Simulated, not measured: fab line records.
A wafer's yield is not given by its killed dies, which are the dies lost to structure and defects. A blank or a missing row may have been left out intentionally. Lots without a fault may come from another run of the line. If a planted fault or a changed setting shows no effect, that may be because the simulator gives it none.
Comparing a struck lot with a sound one + flow n5_finfet + 23 steps out of a route of 1938
Sound: wafers L808.3, L808.5, L808.6. Wafers struck: L803.3, L803.4, L803.5. The cause is given at the end.
At each step with rows: each side's tool, then ch and its chambers, then its first start. Under that, the readings that differ: sound wafers + struck wafers + difference of the means + sigmas: that difference in standard deviations of wafers without a fault.
alike: readings with means less than 2 such deviations apart, plus words and numbers identical on both sides. not compared: withheld readings, readings lacking a value on some wafer, bounds such as >300 that could conceal the same value, and numbers that have no deviation in the record and whose values overlap.
A row with sigmas, a row that says differs or no value, or rows on one side alone: a step with any of these is where the two part. Numbers that have no deviation but don't overlap get no sigmas and don't part them. A reading that every wafer of one side lacks parts them only if that side has two wafers or more.

first, 10 steps without rows for these wafers: N5_BEOL_M0_SAQP_DESCUM_19 (chemistry O2, time 7.9 s); N5_BEOL_M0_SAQP_ETCH_83 (etches SiARC in CF4, target depth 39 nm, time 65 s); N5_BEOL_M0_SAQP_ETCH_84 (etches SOC in N2/H2, target depth 100 nm, overetch 20 nm, time 150 s); N5_BEOL_M0_SAQP_STRIP_80 (strips in N2/H2); N5_BEOL_M0_SAQP_HM_OPEN_112 (chemistry CHF3/O2, target SiO2, stops on a-Si, target depth 12 nm, time 13.5 s); N5_BEOL_M0_SAQP_STRIP_113 (strips in CHF3/O2); N5_BEOL_M0_SAQP_MANDREL_ETCH_20 (etches a-Si in HBr/Cl2, stops on SiNx, target depth 60 nm, bt time 10 s, time 30 s); N5_BEOL_M0_SAQP_STRIP_86 (strips in N2/H2); N5_BEOL_M0_SAQP_STRIP_115 (strips in post etch residue remover, time 60 s); N5_BEOL_M0_SAQP_SRD_93 (time 30 s).
N5_BEOL_M0_SAQP_RECESS_114: chemistry HF/NH3, target SiO2, target depth 14.4 nm, afs cycles 3, sublimation time 60 s.
  sound on vapor_etch-02 ch 0,1, day 10 06:35; struck on vapor_etch-02 ch 0,1, day 9 05:07
  no value came back on the struck wafers for afs_cycles, drypump_motor_current_A (A); on the sound wafers afs_cycles reads 3 3 3
| reading                                           | sound          | struck       | difference | sigmas |
|---------------------------------------------------|----------------|--------------|------------|--------|
| model.SiO2_of_BEOL_M0_SAQP_HM_DEP_111.thk_nm (nm) | 0 0 0          | 12 12.2 12.2 | +12        |        |
| model.SiNx_of_BEOL_M0_SAQP_PECVD_97.thk_nm (nm)   | 15.8 15.8 15.8 | 17.6 18 18   | +2.1       |        |
then, 8 steps without rows for these wafers: N5_BEOL_M0_SAQP_SPACER1_ALD_98 (deposits SiO2, target thk 12.8 nm, pulse time 1 s, purge time 2 s); N5_BEOL_M0_SAQP_SPACER1_ETCHBACK_99 (etches SiO2 in CHF3/O2, target depth 15.4 nm, time 7.7 s); N5_BEOL_M0_SAQP_MANDREL1_REMOVE_100 (chemistry HBr/Cl2/O2, target a-Si, stops on SiNx, bt time 10 s); N5_BEOL_M0_SAQP_ETCH_101 (etches SiNx in CH3F/O2, target depth 29.9 nm, time 42.7 s); N5_BEOL_M0_SAQP_ETCH_102 (etches SiO2 in CF4, target depth 4 nm, time 4.4 s); N5_BEOL_M0_SAQP_MANDREL_ETCH_103 (etches a-Si in HBr/Cl2, stops on SiCN, target depth 45 nm, bt time 10 s, time 27 s); N5_BEOL_M0_SAQP_RECESS_104 (chemistry HF/NH3, target SiO2, target depth 18 nm, afs cycles 3, sublimation time 60 s); N5_BEOL_M0_SAQP_COAT_105 (time 60 s, resist thk 100 nm).
N5_BEOL_M0_SAQP_ETCH_106: etches SOC in N2/H2, stops on SiNx, target depth 150 nm.
  sound on rie_diel-01 ch 1,2, day 10 08:26; struck on rie_diel-05 ch 0,1, day 9 06:50
| reading                                         | sound          | struck         | difference | sigmas |
|-------------------------------------------------|----------------|----------------|------------|--------|
| model.SiNx_of_BEOL_M0_SAQP_PECVD_97.thk_nm (nm) | 15.4 15.4 15.4 | 17.2 17.6 17.6 | +2.1       |        |
  alike: bias_w, drypump_motor_current_A, oes_product_au, rf_vpp_V, showerhead_plenum_p_Torr, throttle_valve_pct
  not compared: rf_hours_counter_h
then, 1 step without rows for these wafers: N5_BEOL_M0_SAQP_ETCH_107 (etches SiNx in CH3F/O2, target depth 30 nm).
N5_BEOL_M4_RC_MEAS_101:
  the record has rows for the sound wafers here (prober-02 ch 0, day 13 01:22) and none for the struck ones
-- here the record skips 7 days between the struck wafers' starts before and after, leaving off in module BEOL_M4 and picking up in module PASSIVATION (first step shown: number 1936 of the route) --
N5_PASSIVATION_PROBE_49:
  rows exist in the record for the struck wafers here (prober-01, day 16 13:49), but not for the sound ones

== WHERE THEY PART ==
At N5_BEOL_M0_SAQP_RECESS_114 first; at N5_PASSIVATION_PROBE_49 last (within this record only).

WHY: whatever the simulator had introduced
Whole step skipped at N5_BEOL_M0_SAQP_RECESS_114 on vapor_etch-02, starting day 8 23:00. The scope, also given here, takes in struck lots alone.
